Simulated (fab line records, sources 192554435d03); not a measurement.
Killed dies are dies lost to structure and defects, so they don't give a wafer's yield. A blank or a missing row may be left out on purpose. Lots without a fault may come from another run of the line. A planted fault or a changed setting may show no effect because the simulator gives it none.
Chamber matching | flow n5_finfet | N5_BEOL_M2_CO_CAP_55 on cvd_co-02: 3 sister chambers
The step material Co, precursor CCTBA/H2, target thk 2 nm, time 102.1 s. 14 wafers are shown with their chamber, then 7 later ones without.

WAFERS WITH THEIR CHAMBER
wafer  | chamber | heater_power_w (W)
L993.1 | 0       | 266
L993.3 | 2       | 271
L993.4 | 1       | 219
L994.3 | 1       | 224
L994.4 | 2       | 271
L994.5 | 1       | 220
L997.2 | 1       | 225
L997.3 | 2       | 277
L997.4 | 0       | 260
L106.1 | 1       | 225
L106.2 | 2       | 274
L106.5 | 2       | 272
L103.1 | 2       | 275
L103.2 | 1       | 222

SIGNATURES (means of the wafers above)
reading        | chamber 0 | chamber 1 | chamber 2 | scatter within a chamber
heater_power_w | 263.00    | 222.50    | 273.33    | 2.71
Rule: a wafer's distance from a chamber is the root of the sum, over the readings, of the square of ((its reading less the chamber's mean) divided by the reading's scatter). The wafer belongs to the nearest chamber; if the next one is less than 2 further off, it can't be placed. The scatter: the root of (the sum of the squares of (reading less its chamber's mean) over the shown wafers, divided by (wafers less chambers)).

WAFERS WITHOUT THEIR CHAMBER
wafer  | heater_power_w (W)
L103.3 | 278
L109.4 | 276
L109.5 | 226
L109.6 | 270
L996.1 | 230
L996.3 | 274
L996.6 | 278

WHICH CHAMBER EACH WENT THROUGH
wafer  | from the rows above     | in truth
L103.3 | 2                       | 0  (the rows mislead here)
L109.4 | 2                       | 2
L109.5 | 1                       | 1
L109.6 | can't be placed: 2 or 0 | 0
L996.1 | 1                       | 1
L996.3 | 2                       | 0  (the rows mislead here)
L996.6 | 2                       | 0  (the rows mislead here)
Placed correctly: 3 of 7. Can't be placed from these rows: 1 (the true chamber is among the candidates in 1). Placed wrongly: 3.
